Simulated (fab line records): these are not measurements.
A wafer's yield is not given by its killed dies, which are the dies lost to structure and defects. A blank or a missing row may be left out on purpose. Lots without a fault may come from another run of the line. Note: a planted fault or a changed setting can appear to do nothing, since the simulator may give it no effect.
8D (eight disciplines) problem report, filled in by code | flow n5 finfet | the parts of the form that need people (team, actions taken, sign-off) are left out

## 1. THE PROBLEM
Mean of raw defect count at N5_BEOL_M11_INSPECT_30: 912 across 2 wafers in 2 lots; on wafers with no fault it is 415 (standard deviation 110). Measured from the usual mean, that is +4.5 standard deviations.
The step: inspects for defects (brightfield).
The first sign was on wafer L898.2 at day 15 13:04, on defect inspect-02. At this step, 30 wafers from 10 lots have a number in the record. By rule, "out" or "out of limits" means more than 4 standard deviations away from the usual mean. The rest of the wafers with a number are treated as sound.

## 2. WHAT IT IS, WHAT IT ISN'T
question                    | is                                   | is not
which readings at this step | raw defect count                     | -
which lots                  | L896, L898                           | L879, L880, L881, L882, L886, L887, L888, L901
which wafers of those lots  | L896.6, L898.2                       | L896.1, L896.3, L898.1, L898.5
read on which gauges        | defect inspect-01, defect inspect-02 | -
when                        | from day 15 13:04                    | up to then (23 sound wafers); but 5 sound wafers of L896, L901 came after

## 3. WHAT RULES OUT EACH SUSPECT
Counting: any tool at a process step up to the reading remains a suspect provided it ran every lot that is out. Sound lots after the first of them don't rule it out here, since some wafers of a struck lot are sound.
- the gauge at N5_BEOL_M11_INSPECT_30 is ruled out. 2 gauges (defect inspect-01, defect inspect-02) read the wafers that are out.
- rie diel-04 at N5_BEOL_M11_STRIP_19 (strips in O2): kept. It ran every lot that is out, first L898 (day 15 12:20); its last sound lot up to then is L888 (day 13 10:04).
- In rie diel-04 at N5_BEOL_M11_STRIP_19, the wafers that are out were processed in chamber 0 and their sound lot-mates in chambers 1, 2.
Left after counting: rie diel-04 at N5_BEOL_M11_STRIP_19.

## 4. THE CAUSE (what the simulator had put in)
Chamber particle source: rie diel-04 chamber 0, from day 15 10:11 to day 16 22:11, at N5_BEOL_M11_STRIP_19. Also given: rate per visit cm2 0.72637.
The count eliminated every tool but this one.

## 5. THE CHAIN OF EFFECTS, in route order
One row per reading whose mean, taken over the struck wafers that have a number, lies over 3 standard deviations from the usual. Only readings for which the record gives a usual standard deviation are gone through. hours: the time from each lot's start at the first step in this table that gives one to its start at this step, as a median over the lots. sigmas: the change in usual standard deviations.
hours | step                    | reading              | usual  | on struck wafers | change | sigmas
0     | N5_BEOL_M11_INSPECT_30  | raw defect count     | 415    | 912              | +496   | +4.5
50    | N5_PASSIVATION_PROBE_49 | defect limited yield | 91.3 % | 82.9             | -8.4   | -5.6
50    | N5_PASSIVATION_PROBE_49 | killed_at_M4_up      | 13     | 138              | +125   | +26
50    | N5_PASSIVATION_PROBE_49 | killed dies          | 103    | 202              | +98    | +5.5
50    | N5_PASSIVATION_PROBE_49 | sort_bin_5_function  | 5.2 %  | 11.6             | +6.4   | +6.4
50    | N5_PASSIVATION_PROBE_49 | sort n pass          | 1077   | 978              | -98    | -5.5
50    | N5_PASSIVATION_PROBE_49 | sort yield pct       | 91.3 % | 82.9             | -8.4   | -5.6
It contains these process steps:
- N5_PASSIVATION_PROBE_49

## 6. WHAT WOULD HAVE CAUGHT IT SOONER
3 hours passed between the start of the fault at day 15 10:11 and the first reading out of limits at a measuring or inspecting step in this record, taken at day 15 13:04.
No tool reading at N5_BEOL_M11_STRIP_19 that has a usual standard deviation in the record was out on any struck wafer, so an alarm limit of 4 standard deviations on those readings would not have fired.
Among the 2 lots that are out, L896 began N5_BEOL_M11_STRIP_19 on rie diel-04 after day 15 13:04. Holding the tool at that time would have saved it.
